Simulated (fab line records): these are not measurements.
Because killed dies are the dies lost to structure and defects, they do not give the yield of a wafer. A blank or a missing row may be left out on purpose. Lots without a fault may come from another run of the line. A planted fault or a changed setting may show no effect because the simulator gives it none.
fab line records	flow nand_harc
record: lots: 11	wafers: 33	last_day: 33
route steps=1302 shown P_ZERO_WELL@41 P_GATE@149 END@1302
lots with no fault: from the same line, run without faults
start_h: hours from the record's opening day to when the first of the lot's shown wafers began	wait_h: hours since the lot's step before	" repeats the value in the row above	L1.1+2: a single row standing in for several wafers	- either no value or no given start	* or withheld: withheld	< > ~ a bound
route shown NAME@n: NAME is a module with steps in the file, n the number in the route of the first one	usual: the fault-free wafers' mean and standard deviation	same: alike in all rows	chamber/n: place in a boat	sites: readings site by site	_std_site: how widely they spread, as a standard deviation	_edge_site: the outer-site mean with the inner-site mean subtracted	radius_mm: for every site, how far away it sits from the centre of the wafer	mask NAME#n: copy n	behind: tool/chamber where the wafer was last shaped	hold: reason for holding the lot/hours on hold/outcome of the hold	device: names the non-switching transistor (n, p or np)	end of line: tests run on the same wafers once the route is complete	where a step has no rows: the recipe by itself	killed: count of dies lost to structure and defects at first sort (not the wafer's yield)	map: a wafer's dies, x killed, . not, _ none there
set.NAME: the setting the step ran with; set.NAME@STEP: the setting that earlier step ran with	model.NAME: the simulator's own value behind a step, which no gauge read
steps of the route over a sample of lots; a table a step, a row a wafer
services: when a tool's chamber went out of use (start_h, in hours from the record's first day, below 0 if earlier), for how many hours, and the reason
== steps ==
step: NHARC_P_ZERO_WELL_EXPOSE_34
recipe: na: 0.6	target_cd_nm: 720	dose_mj: 22.31	mask_id: P_PWELL
lot.wafer	tool	chamber	start_h	wait_h	mask
L917.2+3+4	krf_scanner-01	0	23.82	-	P_PWELL#0
L919.1+5+6	krf_scanner-03	0	44.01	-	P_PWELL#0
L923.3+4+6	krf_scanner-03	0	83.83	-	P_PWELL#0
L924.4+5+6	krf_scanner-01	0	94.13	-	P_PWELL#0
L925.1+4+5	krf_scanner-03	0	104.55	-	P_PWELL#0
L927.2+3+4	krf_scanner-04	0	124.11	-	P_PWELL#0
L928.1+4+5	krf_scanner-03	0	134.13	-	P_PWELL#0
L929.1+2+5	krf_scanner-04	0	144.05	-	P_PWELL#0
L933.1+3+4	krf_scanner-01	0	184.12	-	P_PWELL_R1#0
L934.1+3+5	krf_scanner-01	0	193.72	-	P_PWELL#0
L940.1+5+6	krf_scanner-01	0	254.22	-	P_PWELL#0
step: NHARC_P_ZERO_WELL_CD_MEAS_37
recipe: target_cd_nm: 720	landing_energy_ev: 500
usual: cd_nm: 718.3/2.2
lot.wafer	tool	chamber	start_h	wait_h	hold	cd_nm
L917.2	cd_sem-02	0	23.97	-	-	720.5
L917.3	"	0	"	"	-	714.9
L917.4	"	0	"	"	-	716.1
L919.1	cd_sem-03	0	44.17	-	-	716.9
L919.5	"	0	"	"	-	713.7
L919.6	"	0	"	"	-	717.1
L923.3	cd_sem-02	0	83.98	-	-	720.0
L923.4	"	0	"	"	-	720.3
L923.6	"	0	"	"	-	717.3
L924.4	cd_sem-03	0	94.28	-	-	718.7
L924.5	"	0	"	"	-	719.9
L924.6	"	0	"	"	-	715.7
L925.1	cd_sem-02	0	104.71	-	-	721.0
L925.4	"	0	"	"	-	715.1
L925.5	"	0	"	"	-	718.8
L927.2	cd_sem-01	0	124.26	-	-	718.8
L927.3	"	0	"	"	-	720.8
L927.4	"	0	"	"	-	716.7
L928.1	cd_sem-01	0	134.28	-	-	716.1
L928.4	"	0	"	"	-	717.7
L928.5	"	0	"	"	-	717.2
L929.1	cd_sem-02	0	144.21	-	-	720.1
L929.2	"	0	"	"	-	717.9
L929.5	"	0	"	"	-	718.8
L933.1	cd_sem-01	0	184.28	-	await_dispo/0.2h/release	654.6
L933.3	"	0	"	"	await_dispo/0.2h/release	654.5
L933.4	"	0	"	"	await_dispo/0.2h/release	652.2
L933.1	cd_sem-01	0	-	-	-	654.4
L933.3	"	0	"	"	-	654.8
L933.4	"	0	"	"	-	652.4
L934.1	cd_sem-03	0	193.88	-	-	718.6
L934.3	"	0	"	"	-	716.5
L934.5	"	0	"	"	-	720.4
L940.1	cd_sem-03	0	254.38	-	-	722.8
L940.5	"	0	"	"	-	724.2
L940.6	"	0	"	"	-	724.3
step: NHARC_P_GATE_ETCH_32
recipe: target_depth_a: 1500	over_etch_frac: 1	over_etch_ion_energy_ev: 40	time_s: 100.1	hbr_flow_sccm: 150	cl2_flow_sccm: 50	rf_w: 400	icp_w: 400	bias_w: 100	chemistry: HBr/Cl2
usual: drypump_motor_current_A: 5.4/0.44	oes_product_au: 1.003/0.013	throttle_valve_pct: 26.406/0.0096
lot.wafer	tool	chamber	start_h	wait_h	drypump_motor_current_A	oes_product_au	rf_hours_counter_h	throttle_valve_pct
L917.3	rie_si-05	2	100.62	-	5.7	0.991	0.9	26.399
L917.4	"	3	"	"	5.9	0.979	0.9	26.402
L917.2	"	1	"	"	4.9	0.990	0.8	26.402
L919.1	rie_si-02	0	114.89	-	4.9	1.016	0.0	26.401
L919.5	"	0	"	"	4.9	1.002	-	26.414
L919.6	"	1	"	"	5.2	1.008	-	26.411
L923.4	rie_si-03	1	155.02	-	5.7	0.964	0.6	26.406
L923.3	"	2	"	"	5.2	0.999	0.6	26.401
L923.6	"	3	"	"	6.2	1.017	-	26.390
L924.4	rie_si-02	0	177.34	-	4.9	0.990	0.5	26.422
L924.6	"	2	"	"	5.5	1.000	-	26.406
L924.5	"	3	"	"	5.8	0.990	-	26.411
L925.1	rie_si-05	1	182.23	-	4.9	0.998	0.3	26.410
L925.4	"	1	"	"	4.9	0.996	-	26.410
L925.5	"	3	"	"	5.9	0.997	-	26.416
L927.4	rie_si-05	1	197.65	-	4.9	0.999	0.4	26.408
L927.2	"	3	"	"	5.9	0.988	0.4	26.417
L927.3	"	0	"	"	4.8	1.015	0.3	26.421
L929.1	rie_si-02	0	211.83	-	4.9	1.007	0.7	26.393
L929.2	"	3	"	"	5.8	1.011	0.7	26.397
L929.5	"	1	"	"	5.2	1.015	-	26.413
L928.1	rie_si-05	1	212.25	-	4.9	0.987	0.6	26.416
L928.4	"	3	"	"	5.9	1.000	-	26.415
L928.5	"	0	"	"	4.8	0.998	-	26.410
L933.3	rie_si-03	2	254.36	-	5.2	0.993	0.2	26.402
L933.4	"	3	"	"	6.2	1.018	0.2	26.408
L933.1	"	0	"	"	5.7	1.013	0.2	26.426
L934.3	rie_si-02	3	272.45	-	5.8	1.002	1.1	26.407
L934.1	"	1	"	"	5.2	1.005	1.0	26.399
L934.5	"	3	"	"	5.8	1.001	-	26.404
L940.1	rie_si-05	3	324.53	-	5.9	0.991	0.1	26.418
L940.5	"	1	"	"	4.8	0.964	-	26.395
L940.6	"	0	"	"	4.8	0.993	-	26.399
step: NHARC_P_GATE_STRIP_108
recipe: o2_flow_sccm: 500	ar_flow_sccm: 0	bias_w: 0	chemistry: O2
usual: drypump_motor_current_A: 5.64/0.29	o2_flow_sccm: 500.3/1.5	oes_product_au: 0.999/0.015	rf_vpp_V: 57.9/0.93	showerhead_plenum_p_Torr: 3.55/0.13	throttle_valve_pct: 17.034/0.0089
lot.wafer	tool	chamber	start_h	wait_h	drypump_motor_current_A	o2_flow_sccm	oes_product_au	rf_hours_counter_h	rf_vpp_V	showerhead_plenum_p_Torr	throttle_valve_pct
L917.2	rie_diel-11	3	100.79	-	5.52	500.9	1.031	1	58.8	3.59	17.030
L917.3	"	0	"	"	5.73	499.4	0.975	2	57.1	3.71	17.048
L917.4	"	2	"	"	5.46	501.2	0.986	1	58.0	3.69	17.032
L919.1	rie_diel-06	3	115.05	-	6.19	500.7	1.006	10	57.3	3.46	17.038
L919.5	"	3	"	"	6.19	501.2	0.994	-	58.4	3.46	17.031
L919.6	"	0	"	"	5.40	499.0	1.008	-	58.2	3.56	17.021
L923.4	rie_diel-11	0	155.18	-	5.75	501.1	0.983	3	58.8	3.70	17.024
L923.3	"	1	"	"	4.96	499.0	1.011	3	57.3	3.47	17.033
L923.6	"	2	"	"	5.45	501.2	0.985	-	59.6	3.69	17.031
L924.4	rie_diel-11	3	177.47	-	5.44	499.7	1.026	5	58.4	3.59	17.036
L924.6	"	3	"	"	5.48	499.5	1.026	-	58.4	3.59	17.023
L924.5	"	0	"	"	5.72	501.5	0.985	-	59.3	3.70	17.042
L925.1	rie_diel-08	1	182.42	-	5.96	500.5	0.995	9	57.7	3.46	17.041
L925.4	"	2	"	"	5.84	500.8	0.993	9	59.2	3.58	17.033
L925.5	"	1	"	"	5.96	499.9	0.998	-	56.2	3.46	17.004
L927.2	rie_diel-11	3	197.81	-	5.46	501.1	1.027	7	59.1	3.59	17.045
L927.3	"	0	"	"	5.70	498.4	0.982	6	58.9	3.70	17.050
L927.4	"	1	"	"	4.98	500.5	1.008	6	58.0	3.46	17.043
L929.2	rie_diel-08	2	211.99	-	5.84	500.4	1.010	1	58.4	3.58	17.038
L929.1	"	0	"	"	5.67	501.5	0.974	0	57.5	3.64	17.028
L929.5	"	3	"	"	5.67	501.1	0.980	-	58.7	3.33	17.029
L928.1	rie_diel-11	3	212.42	-	5.47	498.8	1.011	8	57.2	3.59	17.033
L928.4	"	1	"	"	4.96	500.7	0.998	7	58.6	3.46	17.036
L928.5	"	3	"	"	5.49	501.3	1.016	-	58.7	3.59	17.030
L933.4	rie_diel-08	1	254.52	-	5.96	495.0	1.015	3	57.2	3.46	17.020
L933.3	"	2	"	"	5.82	502.3	1.014	3	58.1	3.58	17.054
L933.1	"	3	"	"	5.64	498.3	0.988	2	56.6	3.33	17.044
L934.3	rie_diel-06	2	272.60	-	5.78	497.6	1.002	9	56.1	3.33	17.041
L934.1	"	1	"	"	5.82	498.5	1.014	9	58.1	3.78	17.041
L934.5	"	3	"	"	6.17	500.2	0.994	-	56.0	3.45	17.028
L940.1	rie_diel-11	3	324.72	-	5.43	500.0	1.013	3	57.3	3.59	17.045
L940.5	"	2	"	"	5.45	499.2	1.003	-	59.2	3.69	17.046
L940.6	"	3	"	"	5.44	501.1	1.018	-	57.0	3.59	17.016
step: NHARC_P_GATE_ETCHBACK_37
recipe: target_depth_a: 345	time_s: 17.2	chf3_flow_sccm: 50	o2_flow_sccm: 10	ar_flow_sccm: 200	rf_w: 500	bias_w: 200	chemistry: CHF3/O2
usual: chf3_flow_sccm: 50.00/0.15	drypump_motor_current_A: 5.6/0.3	o2_flow_sccm: 9.997/0.029	oes_product_au: 0.95/0.033	rf_vpp_V: 371.2/2.1	showerhead_plenum_p_Torr: 2.43/0.089	throttle_valve_pct: 20.573/0.0087
lot.wafer	tool	chamber	start_h	wait_h	chf3_flow_sccm	drypump_motor_current_A	o2_flow_sccm	oes_product_au	rf_hours_counter_h	rf_vpp_V	showerhead_plenum_p_Torr	throttle_valve_pct
L917.2	rie_diel-11	2	-	-	50.50	5.5	10.003	0.92	1	373.6	2.52	20.562
L917.3	"	3	"	"	49.95	5.5	10.007	0.95	1	373.1	2.45	20.582
L917.4	"	0	"	"	50.06	5.7	10.001	0.91	2	374.2	2.53	20.558
L919.1	rie_diel-11	2	-	-	50.10	5.4	10.009	0.99	1	372.5	2.52	20.552
L919.5	"	3	"	"	50.03	5.5	9.952	1.01	-	370.4	2.45	20.572
L919.6	"	0	"	"	50.16	5.7	9.994	0.99	-	373.3	2.53	20.572
L923.3	rie_diel-06	0	-	-	49.91	5.4	10.016	0.93	1	371.6	2.42	20.568
L923.4	"	3	"	"	50.09	6.2	9.963	0.92	2	369.8	2.35	20.577
L923.6	"	1	"	"	50.01	5.8	10.009	0.94	-	373.0	2.58	20.567
L924.4	rie_diel-08	2	-	-	50.00	5.8	10.020	1.00	9	370.1	2.44	20.578
L924.6	"	1	"	"	50.36	6.0	10.013	0.99	-	369.9	2.36	20.574
L924.5	"	2	"	"	50.18	5.8	9.977	0.99	-	371.2	2.44	20.576
L925.4	rie_diel-11	3	-	-	50.06	5.5	10.023	0.95	7	370.7	2.45	20.563
L925.1	"	0	"	"	50.24	5.7	9.983	0.91	6	373.3	2.52	20.574
L925.5	"	0	"	"	50.02	5.7	10.012	0.91	-	372.1	2.52	20.582
L927.4	rie_diel-11	0	-	-	49.95	5.7	9.986	0.90	7	374.0	2.52	20.583
L927.3	"	1	"	"	50.21	5.0	9.970	0.92	7	370.2	2.36	20.593
L927.2	"	2	"	"	50.09	5.4	10.023	0.91	7	373.5	2.51	20.575
L929.2	rie_diel-08	3	-	-	50.23	5.6	9.990	0.91	1	366.4	2.26	20.569
L929.1	"	0	"	"	49.86	5.7	9.966	0.91	1	371.6	2.48	20.572
L929.5	"	1	"	"	49.85	6.0	9.974	0.95	-	369.0	2.36	20.565
L928.4	rie_diel-11	3	-	-	50.07	5.5	10.046	0.94	8	370.7	2.45	20.574
L928.1	"	0	"	"	50.06	5.7	9.997	0.92	7	373.1	2.52	20.582
L928.5	"	2	"	"	50.03	5.4	9.977	0.91	-	373.5	2.51	20.586
L933.4	rie_diel-08	0	-	-	50.09	5.7	9.994	0.92	2	371.9	2.48	20.585
L933.3	"	1	"	"	49.96	6.0	9.996	0.94	3	368.9	2.35	20.580
L933.1	"	3	"	"	49.97	5.7	10.011	0.91	2	367.7	2.26	20.579
L934.1	rie_diel-06	1	-	-	50.11	5.8	10.028	0.94	11	375.9	2.58	20.576
L934.3	"	3	"	"	50.01	6.2	10.003	0.91	11	370.8	2.35	20.580
L934.5	"	0	"	"	50.15	5.4	9.984	0.93	-	371.5	2.42	20.572
L940.1	rie_diel-06	0	-	-	49.95	5.4	9.982	1.02	0	371.1	2.42	20.566
L940.5	"	0	"	"	49.86	5.4	9.987	1.02	-	369.9	2.42	20.570
L940.6	"	1	"	"	50.08	5.8	10.051	1.00	-	375.1	2.58	20.565
step: NHARC_END_SORT_01
recipe: temp_c: 25
usual: killed_at_array: 59/21	killed_at_other: 1.0/1.1	killed_at_periphery: 4.0/2.6	killed_dies: 64/21	killed_open: 3.2/1.7	killed_short: 2.5/1.5
same: gross_dies: 677
lot.wafer	tool	chamber	start_h	wait_h	killed_at_array	killed_at_other	killed_at_periphery	killed_dies	killed_open	killed_short
L933.1	prober-02	0	705.66	2.5	45	0	7	52	3	0
L933.3	prober-02	0	707.29	3.1	53	1	8	62	3	1
L933.4	prober-02	0	708.10	3.4	60	1	12	73	2	2
killed by level:class
L933.1 A_CHANNEL_HOLE_D1:chamber_film_flake=28 A_STAIRCASE:chamber_film_flake=6 P_ZERO_WELL:area_expose=4 P_STI:chamber_film_flake=2 A_SLIT:chamber_film_flake=2 A_CONTACT:chamber_film_flake=2 A_CHANNEL_FILL_D1:geometric_particle:open=1 A_CHANNEL_FILL_D2:geometric_particle:open=1
L933.3 A_CHANNEL_HOLE_D1:chamber_film_flake=25 A_CONTACT:chamber_film_flake=11 A_STAIRCASE:chamber_film_flake=4 P_GATE:chamber_film_flake=3 A_SLIT:chamber_film_flake=3 P_STI:chamber_film_flake=2 A_DECK1_JOINT:chamber_film_flake=2 A_M1:chamber_film_flake=2
L933.4 A_CHANNEL_HOLE_D1:chamber_film_flake=39 A_CONTACT:chamber_film_flake=9 P_ZERO_WELL:area_expose=7 A_SLIT:chamber_film_flake=3 P_STI:chamber_film_flake=2 P_GATE:chamber_film_flake=2 A_WL_FILL:chamber_film_flake=2 A_M1:chamber_film_flake=2
== services ==
tool	chamber	start_h	hours	kind
rie_diel-08	1	2.83	1.6	repair
rie_diel-08	-	13.80	9.0	pm
krf_scanner-01	-	26.48	2.4	repair
rie_diel-06	3	50.03	7.2	repair
rie_diel-08	-	52.21	0.7	repair
rie_diel-11	0	62.21	4.4	repair
rie_diel-06	-	68.45	1.0	repair
rie_diel-08	-	70.95	1.3	repair
rie_diel-11	-	78.58	9.0	pm
rie_diel-06	-	96.72	0.3	repair
rie_si-05	-	97.86	0.4	repair
rie_si-05	2	101.84	7.8	repair
rie_diel-08	2	121.14	22.7	repair
rie_diel-06	3	122.21	8.9	repair
krf_scanner-01	-	122.71	1.1	repair
rie_si-05	-	128.09	9.0	pm
rie_diel-06	-	130.20	9.0	pm
krf_scanner-01	-	140.00	4.0	pm
rie_diel-06	1	144.92	6.8	repair
rie_diel-06	2	150.52	2.1	repair
rie_si-05	0	180.04	8.8	repair
rie_diel-08	-	190.80	9.0	pm
rie_diel-08	1	231.09	10.1	repair
rie_diel-11	-	255.58	9.0	pm
== key ==
first_sign: step: NHARC_P_ZERO_WELL_EXPOSE_34	reading: mask	direction: changed
effect: step: NHARC_P_ZERO_WELL_CD_MEAS_37	reading: visit	direction: added
effect: step: NHARC_P_ZERO_WELL_CD_MEAS_37	reading: cd_nm	direction: down	sigmas: 29	usual: 718.3	struck: 653.8
met_at NHARC_P_ZERO_WELL_EXPOSE_34
struck_lots L933
tester_left_out L933
not_acting_at NHARC_P_GATE_ETCH_32,NHARC_P_GATE_STRIP_108,NHARC_P_GATE_ETCHBACK_37
onset_between 94.13 184.12
fault: kind: wrong_mask	tool: any	chamber: -	onset_h: 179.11	steps: NHARC_P_ZERO_WELL_EXPOSE_34	aux_copy: P_PWELL_R1#0	cd_offset_nm: -66.741	scope: struck_lots_only
tester_left_out: of these lots the tester's yield and bins aren't shown, on N5 and GAA mostly nor the transistor test; their killed dies are dies lost to structure and defects alone, not to doping, threshold or leakage, so they don't give the yield
